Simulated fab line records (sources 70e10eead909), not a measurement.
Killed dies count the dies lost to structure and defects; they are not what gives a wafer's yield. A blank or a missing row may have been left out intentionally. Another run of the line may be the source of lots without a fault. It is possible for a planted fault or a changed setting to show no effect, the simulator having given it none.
Matching of chambers	flow nand-harc	NHARC_A_CHANNEL_FILL_D1_CMP_10 on cmp-02 has 4 sister chambers
The step polishes, target thk 150 nm. 8 wafers are shown with their chamber, then 7 later ones without.

WAFERS, EACH WITH ITS CHAMBER
wafer	chamber	motor-current-A (A)	time-to-endpoint-s (s)
L389.2	2	13.7	15.4
L389.6	0	11.2	12.7
L396.6	0	10.9	14.0
L400.1	3	12.3	17.8
L400.5	1	12.5	18.6
L400.6	2	12.8	21.1
L398.2	3	13.2	17.5
L398.3	1	12.8	21.3

WAFERS WITHOUT THEIR CHAMBER
wafer	motor-current-A (A)	time-to-endpoint-s (s)
L398.5	13.3	20.4
L408.1	13.0	16.2
L408.3	13.3	20.0
L408.6	11.6	13.8
L409.1	12.8	15.7
L409.4	13.0	19.9
L409.5	13.1	21.5

EACH ONE'S CHAMBER
wafer	from the rows above	in truth
L398.5	can't be placed: 2 or 1 or 3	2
L408.1	can't be placed: 3 or 2 or 1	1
L408.3	can't be placed: 2 or 1 or 3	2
L408.6	can't be placed: 0 or 3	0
L409.1	can't be placed: 3 or 2 or 1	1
L409.4	can't be placed: 1 or 2 or 3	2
L409.5	can't be placed: 1 or 2 or 3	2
Placed correctly: 0 of 7. Can't be placed from these rows: 7 (the true chamber is among the candidates in 7). Wrongly placed: 0.
How it was worked out, from the rows above alone: a wafer's distance from a chamber is the root of the sum, over the readings, of the square of ((its reading less the chamber's mean) divided by the reading's scatter). If the next closest chamber is less than 2 further off than the closest, the wafer can't be placed; otherwise it belongs to the closest. Each chamber's mean is taken over the wafers shown for it. The scatter is the square root of a quotient: the sum, over the shown wafers, of each reading's squared deviation from its chamber's mean, divided by wafers minus chambers.
